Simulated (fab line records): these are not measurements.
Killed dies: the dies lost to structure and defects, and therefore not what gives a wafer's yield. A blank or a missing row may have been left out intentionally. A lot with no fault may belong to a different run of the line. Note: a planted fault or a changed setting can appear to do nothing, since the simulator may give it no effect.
The tool behind it: which one?    flow nand harc    35 wafers from 12 lots sampled at 2 of the route's 1159 steps

WHAT THE GAUGES READ, wafer by wafer
NHARC_A_BLC_INSPECT_12. Usual: raw defect count reads 32 (standard deviation 13).
lot   measured      on                 raw defect count  flag
L383  day 17 06:57  defect inspect-01  42 34 35          
L382  day 17 08:34  defect inspect-01  14 18 25          
L384  day 17 09:19  defect inspect-01  36 38 44          
L386  day 18 06:53  defect inspect-02  50 50 53          
L391  day 19 08:54  defect inspect-02  16 12 16          
L389  day 19 11:05  defect inspect-02  31 51 54          
L392  day 19 16:16  defect inspect-01  17 9              
L396  day 21 18:51  defect inspect-01  29 25 43          
L398  day 21 21:28  defect inspect-01  33 32 32          
L401  day 21 23:52  defect inspect-02  15 18 16          
L404  day 22 08:59  defect inspect-02  39 38 33          
L403  day 22 15:54  defect inspect-01  70 52 57          

EACH LOT AND THE TOOL THAT RAN IT (in order: tool; ch and the chambers of the sampled wafers; start)
lot   NHARC_A_CONTACT_ETCH_92
L383  rie diel-04 ch 0,2,3, day 16 21:09
L382  rie diel-04 ch 1,2, day 16 23:16
L384  rie diel-03 ch 2,3, day 17 02:58
L386  rie diel-03 ch 1,3, day 18 01:56
L391  rie diel-03 ch 1,3, day 19 02:20
L389  rie diel-04 ch 1,2,3, day 19 05:27
L392  rie diel-03 ch 2, day 19 12:55
L396  rie diel-03 ch 1,2,3, day 21 12:28
L398  rie diel-03 ch 0,1,3, day 21 13:40
L401  rie diel-03 ch 2,3, day 21 18:39
L404  rie diel-01 ch 0,1,2, day 22 05:44
L403  rie diel-03 ch 0,3, day 22 10:44
- NHARC_A_CONTACT_ETCH_92: etches the open film in CH3F/O2, target depth 40 nm, time 85.7 s.

WHAT THE TOOLS THEMSELVES READ (means of the sampled wafers that have a number; where no wafer has one, the mark that the record gives instead)
NHARC_A_CONTACT_ETCH_92. Usual: ch3f flow sccm 49.97 sccm, standard deviation 0.15; drypump motor current A 5.6 A, standard deviation 0.39; mfc ar sccm 200.1 sccm, standard deviation 0.63; oes product au 0.94 a.u., standard deviation 0.03; rf vpp V 243.8 V, standard deviation 1.6; run length s 107.3 s, standard deviation 0.47; showerhead plenum p Torr 2.42 Torr, standard deviation 0.095; throttle valve pct 20.662 %, standard deviation 0.0082.
lot   tool         ch3f flow sccm (sccm)  drypump motor current A (A)  mfc ar sccm (sccm)  oes product au (a.u.)  rf vpp V (V)  run length s (s)  showerhead plenum p Torr (Torr)  throttle valve pct (%)  flag
L383  rie diel-04  49.87                  5.3                          199.2               0.92                   244.8         107.1             2.48                             20.660                  
L382  rie diel-04  49.97                  5.6                          199.9               0.93                   243.6         106.9             2.42                             20.666                  
L384  rie diel-03  49.85                  5.9                          200.1               0.98                   242.9         107.5             2.32                             20.660                  
L386  rie diel-03  49.95                  5.5                          200.5               0.98                   244.5         107.4             2.45                             20.661                  
L391  rie diel-03  49.92                  5.6                          200.3               0.91                   242.9         107.4             2.39                             20.659                  
L389  rie diel-04  49.91                  5.7                          199.8               0.94                   243.1         106.9             2.44                             20.654                  
L392  rie diel-03  49.59                  6.2                          199.3               0.94                   241.1         107.0             2.28                             20.653                  
L396  rie diel-03  50.01                  5.8                          200.5               0.93                   243.5         107.5             2.37                             20.660                  
L398  rie diel-03  49.96                  5.5                          200.5               0.99                   243.7         107.7             2.41                             20.656                  
L401  rie diel-03  49.92                  6.1                          200.5               0.93                   242.0         107.2             2.29                             20.661                  
L404  rie diel-01  50.05                  5.7                          200.3               0.93                   245.9         107.1             2.53                             20.663                  
L403  rie diel-03  50.04                  5.5                          199.9               0.92                   242.7         107.8             2.34                             20.661                  

THE ANSWER, worked out from the rows above alone
Rule: lot off if the mean of its wafers having a number is beyond 3 standard deviations from the usual mean. A lot without any number at a reading at which 4 lots or more have one is off too. Where the step has rows for the other lots, those lots are counted as sound. Order of review: gauges by route order, followed by the tools' own readings, for which a lot's mean as printed above is used. At the first step where some lot is off, the reading lying furthest off is the one used; lots without a number count as furthest.
No lot is off on any of the readings shown, so nothing can be concluded from this.

WHAT WAS PUT IN BY THE SIMULATOR
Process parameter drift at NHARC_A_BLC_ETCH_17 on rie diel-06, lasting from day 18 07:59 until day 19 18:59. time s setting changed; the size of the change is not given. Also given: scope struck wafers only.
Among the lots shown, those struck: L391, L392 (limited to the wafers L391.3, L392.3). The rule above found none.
